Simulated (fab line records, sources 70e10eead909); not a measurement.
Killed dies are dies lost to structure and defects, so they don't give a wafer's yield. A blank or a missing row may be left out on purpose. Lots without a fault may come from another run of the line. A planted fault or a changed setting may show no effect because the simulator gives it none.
Chamber matching | flow nand_harc | NHARC_P_BONDPAD_ETCH_37 on rie_diel-09: 4 sister chambers
The step etches the open film in N2/H2, target depth 60 nm, overetch 18 nm, time 65.91 s. 20 wafers are shown with their chamber, then 10 later ones without.

WAFERS WITH THEIR CHAMBER
wafer  | chamber | showerhead_plenum_p_Torr (Torr) | drypump_motor_current_A (A) | rf_vpp_V (V)
L135.1 | 0       | 2.08                            | 5.4                         | 432
L135.5 | 2       | 1.91                            | 5.8                         | 427
L135.6 | 3       | 1.94                            | 5.6                         | 428
L137.3 | 3       | 1.94                            | 5.5                         | 427
L137.4 | 2       | 1.91                            | 5.8                         | 427
L137.5 | 2       | 1.91                            | 5.8                         | 427
L139.2 | 1       | 2.19                            | 5.7                         | 434
L139.4 | 2       | 1.91                            | 5.8                         | 425
L139.5 | 1       | 2.19                            | 5.7                         | 435
L138.2 | 2       | 1.91                            | 5.8                         | 426
L138.3 | 0       | 2.08                            | 5.4                         | 432
L138.4 | 3       | 1.94                            | 5.5                         | 428
L140.1 | 3       | 1.94                            | 5.6                         | 428
L140.4 | 1       | 2.19                            | 5.7                         | 435
L140.5 | 0       | 2.08                            | 5.4                         | 431
L141.3 | 0       | 2.07                            | 5.4                         | 431
L141.5 | 3       | 1.94                            | 5.6                         | 428
L141.6 | 0       | 2.08                            | 5.4                         | 431
L147.2 | 3       | 1.94                            | 5.6                         | 428
L147.3 | 1       | 2.19                            | 5.7                         | 434

SIGNATURES (means of the wafers above)
reading                  | chamber 0 | chamber 1 | chamber 2 | chamber 3 | scatter within a chamber
showerhead_plenum_p_Torr | 2.0780    | 2.1900    | 1.9100    | 1.9400    | 0.00224
drypump_motor_current_A  | 5.400     | 5.700     | 5.800     | 5.567     | 0.0289
rf_vpp_V                 | 431.40    | 434.50    | 426.40    | 427.83    | 0.624
Rule: a wafer's distance from a chamber is the root of the sum, over the readings, of the square of ((its reading less the chamber's mean) divided by the reading's scatter). The wafer belongs to the nearest chamber; if the next one is less than 2 further off, it can't be placed. The scatter: the root of (the sum of the squares of (reading less its chamber's mean) over the shown wafers, divided by (wafers less chambers)).

WAFERS WITHOUT THEIR CHAMBER
wafer  | showerhead_plenum_p_Torr (Torr) | drypump_motor_current_A (A) | rf_vpp_V (V)
L147.4 | 1.91                            | 5.8                         | 428
L156.1 | 2.19                            | 5.7                         | 433
L156.4 | 1.91                            | 5.8                         | 427
L156.6 | 2.07                            | 5.4                         | 429
L157.1 | 2.19                            | 5.7                         | 435
L157.4 | 1.94                            | 5.6                         | 427
L157.6 | 2.19                            | 5.7                         | 434
L158.1 | 2.07                            | 5.4                         | 431
L158.4 | 1.94                            | 5.5                         | 428
L158.6 | 1.94                            | 5.5                         | 427

WHICH CHAMBER EACH WENT THROUGH
wafer  | from the rows above | in truth
L147.4 | 2                   | 2
L156.1 | 1                   | 1
L156.4 | 2                   | 2
L156.6 | 0                   | 0
L157.1 | 1                   | 1
L157.4 | 3                   | 3
L157.6 | 1                   | 1
L158.1 | 0                   | 0
L158.4 | 3                   | 3
L158.6 | 3                   | 3
Placed correctly: 10 of 10. Can't be placed from these rows: 0. Placed wrongly: 0.
